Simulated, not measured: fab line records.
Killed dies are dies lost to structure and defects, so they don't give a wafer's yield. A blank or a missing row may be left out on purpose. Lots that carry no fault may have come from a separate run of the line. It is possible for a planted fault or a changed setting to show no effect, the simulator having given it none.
Lot-split experiment || flow n5_finfet || 7 lots, 39 wafers read, on a route of 1938 steps

SPLIT DETAILS
At N5_BEOL_M4_VIA_ETCH_34 (etches the open film in C4F6/O2, target depth 69.4 nm, time 65.9 s), the setting target_depth_a was moved away from the recipe's 694 angstrom on 15 of the 39 wafers read, by -53.4% to +53.2%. This setting was run at the recipe's value on the other wafers.

Reading taken at the split's own step.

THE READING
SOC_of_BEOL_M4_COAT_67.thk_nm (the simulator's own value, which no gauge read), in nm, at N5_BEOL_M4_VIA_ETCH_34 (etches the open film in C4F6/O2, target depth 69.4 nm, time 65.9 s). There is no usual value for it anywhere in the file. Across the 24 wafers here that went through the recipe, the average is 51.9 nm and the standard deviation 0.18 nm.

{"wafer": "L077.1", "tool, chamber at the split": "rie_diel-04, 1", "target_depth_a as run, angstrom": 1034, "against the recipe": "+49.0%", "SOC_of_BEOL_M4_COAT_67.thk_nm, nm": 48, "against lot-mates on the recipe": -3.8}
{"wafer": "L077.2", "tool, chamber at the split": "rie_diel-04, 0", "target_depth_a as run, angstrom": 694, "against the recipe": "recipe", "SOC_of_BEOL_M4_COAT_67.thk_nm, nm": 51.8, "against lot-mates on the recipe": "-"}
{"wafer": "L077.3", "tool, chamber at the split": "rie_diel-04, 3", "target_depth_a as run, angstrom": 1034, "against the recipe": "+49.0%", "SOC_of_BEOL_M4_COAT_67.thk_nm, nm": 48.2, "against lot-mates on the recipe": -3.6}
{"wafer": "L077.4", "tool, chamber at the split": "rie_diel-04, 2", "target_depth_a as run, angstrom": 1034, "against the recipe": "+49.0%", "SOC_of_BEOL_M4_COAT_67.thk_nm, nm": 48.2, "against lot-mates on the recipe": -3.6}
{"wafer": "L077.5", "tool, chamber at the split": "rie_diel-04, 3", "target_depth_a as run, angstrom": 694, "against the recipe": "recipe", "SOC_of_BEOL_M4_COAT_67.thk_nm, nm": 52, "against lot-mates on the recipe": "-"}
{"wafer": "L077.6", "tool, chamber at the split": "rie_diel-04, 0", "target_depth_a as run, angstrom": 694, "against the recipe": "recipe", "SOC_of_BEOL_M4_COAT_67.thk_nm, nm": 51.6, "against lot-mates on the recipe": "-"}
{"wafer": "L089.1", "tool, chamber at the split": "rie_diel-01, 0", "target_depth_a as run, angstrom": 694, "against the recipe": "recipe", "SOC_of_BEOL_M4_COAT_67.thk_nm, nm": 52, "against lot-mates on the recipe": "-"}
{"wafer": "L089.2", "tool, chamber at the split": "rie_diel-01, 3", "target_depth_a as run, angstrom": 694, "against the recipe": "recipe", "SOC_of_BEOL_M4_COAT_67.thk_nm, nm": 51.6, "against lot-mates on the recipe": "-"}
{"wafer": "L089.3", "tool, chamber at the split": "rie_diel-01, 1", "target_depth_a as run, angstrom": 694, "against the recipe": "recipe", "SOC_of_BEOL_M4_COAT_67.thk_nm, nm": 51.8, "against lot-mates on the recipe": "-"}
{"wafer": "L089.4", "tool, chamber at the split": "rie_diel-01, 2", "target_depth_a as run, angstrom": 694, "against the recipe": "recipe", "SOC_of_BEOL_M4_COAT_67.thk_nm, nm": 52.2, "against lot-mates on the recipe": "-"}
{"wafer": "L089.5", "tool, chamber at the split": "rie_diel-01, 3", "target_depth_a as run, angstrom": 694, "against the recipe": "recipe", "SOC_of_BEOL_M4_COAT_67.thk_nm, nm": 52, "against lot-mates on the recipe": "-"}
{"wafer": "L089.6", "tool, chamber at the split": "rie_diel-01, 2", "target_depth_a as run, angstrom": 694, "against the recipe": "recipe", "SOC_of_BEOL_M4_COAT_67.thk_nm, nm": 52.2, "against lot-mates on the recipe": "-"}
{"wafer": "L091.1", "tool, chamber at the split": "rie_diel-03, 0", "target_depth_a as run, angstrom": 1063, "against the recipe": "+53.2%", "SOC_of_BEOL_M4_COAT_67.thk_nm, nm": 47.4, "against lot-mates on the recipe": -4.5}
{"wafer": "L091.2", "tool, chamber at the split": "rie_diel-03, 2", "target_depth_a as run, angstrom": 694, "against the recipe": "recipe", "SOC_of_BEOL_M4_COAT_67.thk_nm, nm": 51.8, "against lot-mates on the recipe": "-"}
{"wafer": "L091.3", "tool, chamber at the split": "rie_diel-03, 1", "target_depth_a as run, angstrom": 694, "against the recipe": "recipe", "SOC_of_BEOL_M4_COAT_67.thk_nm, nm": 52, "against lot-mates on the recipe": "-"}
{"wafer": "L091.4", "tool, chamber at the split": "rie_diel-03, 3", "target_depth_a as run, angstrom": 1063, "against the recipe": "+53.2%", "SOC_of_BEOL_M4_COAT_67.thk_nm, nm": 47.6, "against lot-mates on the recipe": -4.3}
{"wafer": "L091.5", "tool, chamber at the split": "rie_diel-03, 3", "target_depth_a as run, angstrom": 694, "against the recipe": "recipe", "SOC_of_BEOL_M4_COAT_67.thk_nm, nm": 52, "against lot-mates on the recipe": "-"}
{"wafer": "L091.6", "tool, chamber at the split": "rie_diel-03, 2", "target_depth_a as run, angstrom": 1063, "against the recipe": "+53.2%", "SOC_of_BEOL_M4_COAT_67.thk_nm, nm": 47.6, "against lot-mates on the recipe": -4.3}
{"wafer": "L094.1", "tool, chamber at the split": "rie_diel-01, 3", "target_depth_a as run, angstrom": 323.4, "against the recipe": "-53.4%", "SOC_of_BEOL_M4_COAT_67.thk_nm, nm": 56.4, "against lot-mates on the recipe": "+4.3"}
{"wafer": "L094.2", "tool, chamber at the split": "rie_diel-01, 0", "target_depth_a as run, angstrom": 694, "against the recipe": "recipe", "SOC_of_BEOL_M4_COAT_67.thk_nm, nm": 52.2, "against lot-mates on the recipe": "-"}
{"wafer": "L094.3", "tool, chamber at the split": "rie_diel-01, 1", "target_depth_a as run, angstrom": 323.4, "against the recipe": "-53.4%", "SOC_of_BEOL_M4_COAT_67.thk_nm, nm": 56.4, "against lot-mates on the recipe": "+4.3"}
{"wafer": "L094.4", "tool, chamber at the split": "rie_diel-01, 0", "target_depth_a as run, angstrom": 323.4, "against the recipe": "-53.4%", "SOC_of_BEOL_M4_COAT_67.thk_nm, nm": 56.6, "against lot-mates on the recipe": "+4.5"}
{"wafer": "L094.5", "tool, chamber at the split": "rie_diel-01, 1", "target_depth_a as run, angstrom": 694, "against the recipe": "recipe", "SOC_of_BEOL_M4_COAT_67.thk_nm, nm": 52, "against lot-mates on the recipe": "-"}
{"wafer": "L094.6", "tool, chamber at the split": "rie_diel-01, 3", "target_depth_a as run, angstrom": 694, "against the recipe": "recipe", "SOC_of_BEOL_M4_COAT_67.thk_nm, nm": 52, "against lot-mates on the recipe": "-"}
{"wafer": "L093.1", "tool, chamber at the split": "rie_diel-04, 2", "target_depth_a as run, angstrom": 417.4, "against the recipe": "-39.9%", "SOC_of_BEOL_M4_COAT_67.thk_nm, nm": 55, "against lot-mates on the recipe": "+3.3"}
{"wafer": "L093.2", "tool, chamber at the split": "rie_diel-04, 0", "target_depth_a as run, angstrom": 694, "against the recipe": "recipe", "SOC_of_BEOL_M4_COAT_67.thk_nm, nm": 51.6, "against lot-mates on the recipe": "-"}
{"wafer": "L093.3", "tool, chamber at the split": "rie_diel-04, 3", "target_depth_a as run, angstrom": 694, "against the recipe": "recipe", "SOC_of_BEOL_M4_COAT_67.thk_nm, nm": 51.8, "against lot-mates on the recipe": "-"}
{"wafer": "L093.4", "tool, chamber at the split": "rie_diel-04, 1", "target_depth_a as run, angstrom": 417.4, "against the recipe": "-39.9%", "SOC_of_BEOL_M4_COAT_67.thk_nm, nm": 55, "against lot-mates on the recipe": "+3.3"}
{"wafer": "L093.5", "tool, chamber at the split": "rie_diel-04, 1", "target_depth_a as run, angstrom": 417.4, "against the recipe": "-39.9%", "SOC_of_BEOL_M4_COAT_67.thk_nm, nm": 55.2, "against lot-mates on the recipe": "+3.5"}
{"wafer": "L093.6", "tool, chamber at the split": "rie_diel-04, 2", "target_depth_a as run, angstrom": 694, "against the recipe": "recipe", "SOC_of_BEOL_M4_COAT_67.thk_nm, nm": 51.8, "against lot-mates on the recipe": "-"}
{"wafer": "L095.1", "tool, chamber at the split": "rie_diel-01, 3", "target_depth_a as run, angstrom": 573.3, "against the recipe": "-17.4%", "SOC_of_BEOL_M4_COAT_67.thk_nm, nm": 53.2, "against lot-mates on the recipe": "+1.3"}
{"wafer": "L095.2", "tool, chamber at the split": "rie_diel-01, 1", "target_depth_a as run, angstrom": 694, "against the recipe": "recipe", "SOC_of_BEOL_M4_COAT_67.thk_nm, nm": 51.8, "against lot-mates on the recipe": "-"}
{"wafer": "L095.3", "tool, chamber at the split": "rie_diel-01, 0", "target_depth_a as run, angstrom": 573.3, "against the recipe": "-17.4%", "SOC_of_BEOL_M4_COAT_67.thk_nm, nm": 53.4, "against lot-mates on the recipe": "+1.5"}
{"wafer": "L095.4", "tool, chamber at the split": "rie_diel-01, 0", "target_depth_a as run, angstrom": 694, "against the recipe": "recipe", "SOC_of_BEOL_M4_COAT_67.thk_nm, nm": 52, "against lot-mates on the recipe": "-"}
{"wafer": "L095.5", "tool, chamber at the split": "rie_diel-01, 1", "target_depth_a as run, angstrom": 573.3, "against the recipe": "-17.4%", "SOC_of_BEOL_M4_COAT_67.thk_nm, nm": 53.2, "against lot-mates on the recipe": "+1.3"}
{"wafer": "L095.6", "tool, chamber at the split": "rie_diel-01, 3", "target_depth_a as run, angstrom": 694, "against the recipe": "recipe", "SOC_of_BEOL_M4_COAT_67.thk_nm, nm": 52, "against lot-mates on the recipe": "-"}
{"wafer": "L097.1", "tool, chamber at the split": "rie_diel-03, 2", "target_depth_a as run, angstrom": 694, "against the recipe": "recipe", "SOC_of_BEOL_M4_COAT_67.thk_nm, nm": 52.2, "against lot-mates on the recipe": "-"}
{"wafer": "L097.3", "tool, chamber at the split": "rie_diel-03, 1", "target_depth_a as run, angstrom": 694, "against the recipe": "recipe", "SOC_of_BEOL_M4_COAT_67.thk_nm, nm": 51.8, "against lot-mates on the recipe": "-"}
{"wafer": "L097.6", "tool, chamber at the split": "rie_diel-03, 0", "target_depth_a as run, angstrom": 694, "against the recipe": "recipe", "SOC_of_BEOL_M4_COAT_67.thk_nm, nm": 52, "against lot-mates on the recipe": "-"}

THE FIT
A straight line over all 39 wafers: SOC_of_BEOL_M4_COAT_67.thk_nm changes by -0.0813 nm for each +1% of target_depth_a; r = -1.00; the points scatter about the line by 0.18 nm.
The same after taking each lot's own level away (the mean of its wafers on the recipe; 39 wafers): -0.0807 nm for each +1%; r = -1.00; scatter 0.17 nm.
According to that fit, moving target_depth_a by its largest amount changes the reading by 4.3 nm.
Measured against the standard deviation above, the lots' own levels, which go from 51.73 to 52.07 nm, span 1.8 times it.
Hence the lot-to-lot level has little effect on the slope; both slopes agree.
Check: +4.33 nm against its lot-mates is what the line predicts for one of the wafers moved furthest among these (-53.4%) when that wafer is left out of the fit. It came out at +4.33 nm against them.

OTHER SPLITS APPLIED TO THESE WAFERS
Note: prior to the reading, these wafers also went through further splits. Each is held against what the fit with the lots' levels taken away leaves over:
{"other split on the same wafers": "N5_ZERO_LAYER_PECVD_02 time_s", "wafers away from the commonest value": 9, "r with SOC_of_BEOL_M4_COAT_67.thk_nm (lot level and that fit taken away)": "+0.14"}
{"other split on the same wafers": "N5_FIN_SAQP_DEVELOP_15 develop_time_s", "wafers away from the commonest value": 15, "r with SOC_of_BEOL_M4_COAT_67.thk_nm (lot level and that fit taken away)": "+0.03"}
{"other split on the same wafers": "N5_SD_EPI_N_EPI_21 epi_growth_time_s", "wafers away from the commonest value": 6, "r with SOC_of_BEOL_M4_COAT_67.thk_nm (lot level and that fit taken away)": -0.02}
{"other split on the same wafers": "N5_SDB_ETCH_25 time_s", "wafers away from the commonest value": 18, "r with SOC_of_BEOL_M4_COAT_67.thk_nm (lot level and that fit taken away)": -0.14}
{"other split on the same wafers": "N5_BEOL_M0_SAQP_HM_DEP_111 time_s", "wafers away from the commonest value": 6, "r with SOC_of_BEOL_M4_COAT_67.thk_nm (lot level and that fit taken away)": -0.04}
{"other split on the same wafers": "N5_BEOL_M3_ILD_DEP_00 target_thk_a", "wafers away from the commonest value": 15, "r with SOC_of_BEOL_M4_COAT_67.thk_nm (lot level and that fit taken away)": -0.03}

THE WHOLE CHAIN: every reading that the file lists as answering this split, in the file's order
{"step": "N5_BEOL_M4_VIA_ETCH_34", "what it does": "etches the open film in C4F6/O2, target depth 69.4 nm, time 65.9 s", "reading": "etch.depth_nm (the simulator's own value, which no gauge read)", "change (the file's fit)": "+0.691 nm for each +1% of the setting", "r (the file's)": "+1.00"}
{"step": "N5_BEOL_M4_VIA_ETCH_34", "what it does": "etches the open film in C4F6/O2, target depth 69.4 nm, time 65.9 s", "reading": "SOC_of_BEOL_M4_COAT_67.thk_nm (the simulator's own value, which no gauge read)", "change (the file's fit)": "-0.0807 nm for each +1% of the setting", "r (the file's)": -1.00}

THE FILE'S OWN FIT
SOC_of_BEOL_M4_COAT_67.thk_nm changes by -0.0807 nm for each +1% of target_depth_a, r = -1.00.
